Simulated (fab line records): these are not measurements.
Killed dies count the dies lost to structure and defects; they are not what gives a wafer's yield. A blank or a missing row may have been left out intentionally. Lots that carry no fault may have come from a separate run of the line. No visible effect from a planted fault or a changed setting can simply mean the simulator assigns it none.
Matching of chambers / flow nand harc / NHARC_A_CHANNEL_FILL_D1_ALD_16 on ald hk-04: 4 sister chambers
The step deposits SiO2, target thk 1.5 nm, pulse time 10 s, ald cycles 15. 4 wafers are shown with their chamber, then 7 later ones without.

## EACH WAFER AND ITS CHAMBER
wafer=L754.1; chamber=2; heater power w (W)=550
wafer=L754.4; chamber=0; heater power w (W)=457
wafer=L756.2; chamber=1; heater power w (W)=508
wafer=L756.4; chamber=3; heater power w (W)=453

## WAFERS MISSING THEIR CHAMBER
wafer=L756.6; heater power w (W)=458
wafer=L766.1; heater power w (W)=452
wafer=L766.2; heater power w (W)=500
wafer=L766.6; heater power w (W)=502
wafer=L768.2; heater power w (W)=460
wafer=L768.3; heater power w (W)=568
wafer=L768.5; heater power w (W)=467

## THE CHAMBER EACH PASSED THROUGH
wafer=L756.6; from the rows above=can't be placed: 0 or 3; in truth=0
wafer=L766.1; from the rows above=can't be placed: 3 or 0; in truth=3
wafer=L766.2; from the rows above=1; in truth=1
wafer=L766.6; from the rows above=1; in truth=1
wafer=L768.2; from the rows above=can't be placed: 0 or 3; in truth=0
wafer=L768.3; from the rows above=2; in truth=2
wafer=L768.5; from the rows above=can't be placed: 0 or 3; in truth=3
Correctly placed: 3 of 7. Not placeable from these rows: 4 (in 4, the candidates include the true chamber). 0 placed wrongly.
How it was worked out, from the rows above alone: a wafer's distance from a chamber is the root of the sum, over the readings, of the square of ((its reading less the chamber's mean) divided by the reading's scatter). If the next closest chamber is less than 2 further off than the closest, the wafer can't be placed; otherwise it belongs to the closest. The mean given for a chamber averages the wafers shown for that chamber. The scatter: root of mean squared gap, hidden wafer to nearest shown wafer, with one shown wafer a chamber.
